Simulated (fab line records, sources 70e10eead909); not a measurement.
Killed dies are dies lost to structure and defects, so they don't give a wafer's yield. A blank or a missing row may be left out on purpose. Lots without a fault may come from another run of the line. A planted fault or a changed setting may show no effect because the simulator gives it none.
Tool commonality check | flow nand_harc | 12 lots, 36 wafers sampled

WHY IT WAS OPENED
At NHARC_P_GATE_CD_MEAS_59 the reading cd_nm is flagged on 1 of 12 lots. Wafers without a fault read 719.2 nm, standard deviation 1.2.
Rule: a lot is flagged when every wafer of it that has a number lies more than 4 standard deviations from that mean, or none has a number. The other lots count as sound.

lot  | measured     | on        | cd_nm (nm), wafer by wafer | flag
L380 | day 5 05:49  | cd_sem-01 | 718.7 718.6 718.3          |
L382 | day 5 22:02  | cd_sem-02 | 717.4 718.9 719.1          |
L384 | day 6 07:41  | cd_sem-03 | 722.7 721.3 721.2          |
L383 | day 6 09:17  | cd_sem-02 | 719.8 720.1 719.7          |
L386 | day 6 14:37  | cd_sem-02 | 719.9 720.4 719.3          |
L385 | day 6 15:35  | cd_sem-02 | 718.3 718.9 719.2          |
L388 | day 7 12:40  | cd_sem-01 | 717.5 718.6 718.2          |
L390 | day 8 01:14  | cd_sem-01 | 712.4 711.8 711.9          | FLAGGED
L400 | day 10 03:37 | cd_sem-03 | 721.1 720.3 721.3          |
L401 | day 10 14:15 | cd_sem-03 | 718.5 717.9 718.4          |
L402 | day 10 14:38 | cd_sem-01 | 717.4 718.4 717.7          |
L403 | day 11 06:53 | cd_sem-02 | 718.9 720.6 719.4          |
The numbers of the flagged lots are 712.0 nm on average: -7.2 nm against the usual, or -6 standard deviations.

WHICH TOOL RAN EACH LOT
The record holds 1 process step before the reading, out of a route of 1159 steps. In each cell: the tool, then ch and the chambers that the sampled wafers went through, then the start.
lot  | flag    | NHARC_P_GATE_EXPOSE_56
L380 |         | krf_scanner-01 ch 0, day 5 05:39
L382 |         | krf_scanner-01 ch 0, day 5 21:53
L384 |         | krf_scanner-01 ch 0, day 6 07:31
L383 |         | krf_scanner-01 ch 0, day 6 09:07
L386 |         | krf_scanner-01 ch 0, day 6 14:28
L385 |         | krf_scanner-01 ch 0, day 6 15:25
L388 |         | krf_scanner-01 ch 0, day 7 12:31
L390 | FLAGGED | krf_scanner-01 ch 0, day 8 01:04
L400 |         | krf_scanner-01 ch 0, day 10 03:27
L401 |         | krf_scanner-01 ch 0, day 10 14:05
L402 |         | krf_scanner-03 ch 0, day 10 14:28
L403 |         | krf_scanner-04 ch 0, day 11 06:44
What these steps do:
- NHARC_P_GATE_EXPOSE_56: exposes mask P PSD, target cd 720 nm.
- NHARC_P_GATE_CD_MEAS_59: target cd 720 nm.

FLAGGED OVER TOTAL, TOOL BY TOOL (the gauges that took the reading come last)
step                    | tool           | lots run | flagged | share of the flagged lots | sound lots run after its first flagged lot
NHARC_P_GATE_EXPOSE_56  | krf_scanner-01 | 10       | 1       | all                       | 2 (L400,L401)
NHARC_P_GATE_EXPOSE_56  | krf_scanner-03 | 1        | 0       | none                      | -
NHARC_P_GATE_EXPOSE_56  | krf_scanner-04 | 1        | 0       | none                      | -
NHARC_P_GATE_CD_MEAS_59 | cd_sem-01      | 4        | 1       | all                       | 1 (L402)
NHARC_P_GATE_CD_MEAS_59 | cd_sem-02      | 5        | 0       | none                      | -
NHARC_P_GATE_CD_MEAS_59 | cd_sem-03      | 3        | 0       | none                      | -

WHAT THE TABLE ALLOWS
2 rows of the table ran every flagged lot: krf_scanner-01 at NHARC_P_GATE_EXPOSE_56, cd_sem-01 at NHARC_P_GATE_CD_MEAS_59.
- krf_scanner-01 at NHARC_P_GATE_EXPOSE_56: 1 of its 10 lots flagged. Sound lots ran on it after the first flagged one (L400, L401), which a lasting fault on the whole tool wouldn't allow.
- cd_sem-01 at NHARC_P_GATE_CD_MEAS_59: 1 of its 4 lots flagged. Sound lots ran on it after the first flagged one (L402), which a lasting fault on the whole tool wouldn't allow.
No row of the table ran every flagged lot and no sound lot after the first.

WHAT THE SIMULATOR HAD PUT IN
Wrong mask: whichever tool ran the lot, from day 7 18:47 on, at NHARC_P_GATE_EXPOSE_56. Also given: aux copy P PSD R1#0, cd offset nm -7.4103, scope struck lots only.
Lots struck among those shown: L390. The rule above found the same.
